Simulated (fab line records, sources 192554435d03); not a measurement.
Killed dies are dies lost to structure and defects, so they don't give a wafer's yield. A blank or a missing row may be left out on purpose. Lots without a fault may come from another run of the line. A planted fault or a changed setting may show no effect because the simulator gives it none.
One fault seen from 2 desks | flow n5_finfet | each desk has only its own numbers; what lay behind them comes last

THE TOOL OWNER'S DESK: litho_track-04
The tool's own readings at N5_BEOL_M1_COAT_62 (time 60 s, resist thk 12 nm): means of the sampled wafers that have a number, for each lot that ran on this tool. A lot is out of limits, marked OUT, if its mean lies more than 4 standard deviations from the usual mean; the brackets give that distance.
Columns: A = resist_line_temp_C at N5_BEOL_M1_COAT_62, usual 23.00 C; B = spin_speed_rpm at N5_BEOL_M1_COAT_62, usual 1500.0 rpm
lot  | first seen here | A     | B
L354 | day 8 02:17     | 23.00 | 1457.7 (-42) OUT
L355 | day 8 05:07     | 23.02 | 1458.7 (-41) OUT
L365 | day 10 20:53    | 22.95 | 1499.4
This desk's finding: out of limits on L354, L355; first on L354, day 8 02:17 (spin_speed_rpm at N5_BEOL_M1_COAT_62). In limits: L365.

THE METROLOGY DESK
What the gauges read, lot by lot, whatever tool the lot ran on: means of the sampled wafers that have a number. A lot is out of limits, marked OUT, if its mean lies more than 4 standard deviations from the usual mean; the brackets give that distance. Of its 10 readings 7 are shown: those that lie furthest out on some lot.
Columns: A = DIBL_P at N5_BEOL_M4_RC_MEAS_101, usual 36.5 mV/V; B = IOFF_N at N5_BEOL_M4_RC_MEAS_101, usual 0.158 nA/um; C = IOFF_P at N5_BEOL_M4_RC_MEAS_101, usual 0.21 nA/um; D = ION_N at N5_BEOL_M4_RC_MEAS_101, usual 675 uA/um; E = ION_P at N5_BEOL_M4_RC_MEAS_101, usual 464 uA/um; F = SS_N at N5_BEOL_M4_RC_MEAS_101, usual 71.5 mV/dec; G = VT_P at N5_BEOL_M4_RC_MEAS_101, usual -250 mV
lot  | first seen here | A    | B     | C    | D   | E   | F    | G
L354 | day 9 20:51     | 34.4 | 0.135 | 0.16 | 664 | 451 | 71.4 | -257
L355 | day 10 03:08    | 37.1 | 0.165 | 0.21 | 679 | 465 | 71.4 | -250
L365 | day 12 12:43    | 38.0 | 0.155 | 0.21 | 675 | 465 | 72.2 | -252
L364 | day 12 17:43    | 37.2 | 0.158 | 0.24 | 685 | 472 | 71.3 | -247
This desk's finding: nothing out of limits on any of the 4 lots.

PUT TOGETHER
The tool owner's desk could have raised an alarm at day 8 02:17, on L354, L355.
The metrology desk saw nothing out of limits.
The metrology desk has L354, L355 on record, within its limits.
Of the lots named, all ran N5_BEOL_M1_COAT_62 on litho_track-04.

WHAT THE SIMULATOR HAD PUT IN
Process parameter drift: litho_track-04, from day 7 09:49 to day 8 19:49, at N5_BEOL_M1_COAT_62. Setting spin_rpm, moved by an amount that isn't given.
Lots struck among those shown: L354, L355.
Hours from the fault's start to each desk's first reading out of limits: the tool owner's desk, 16.
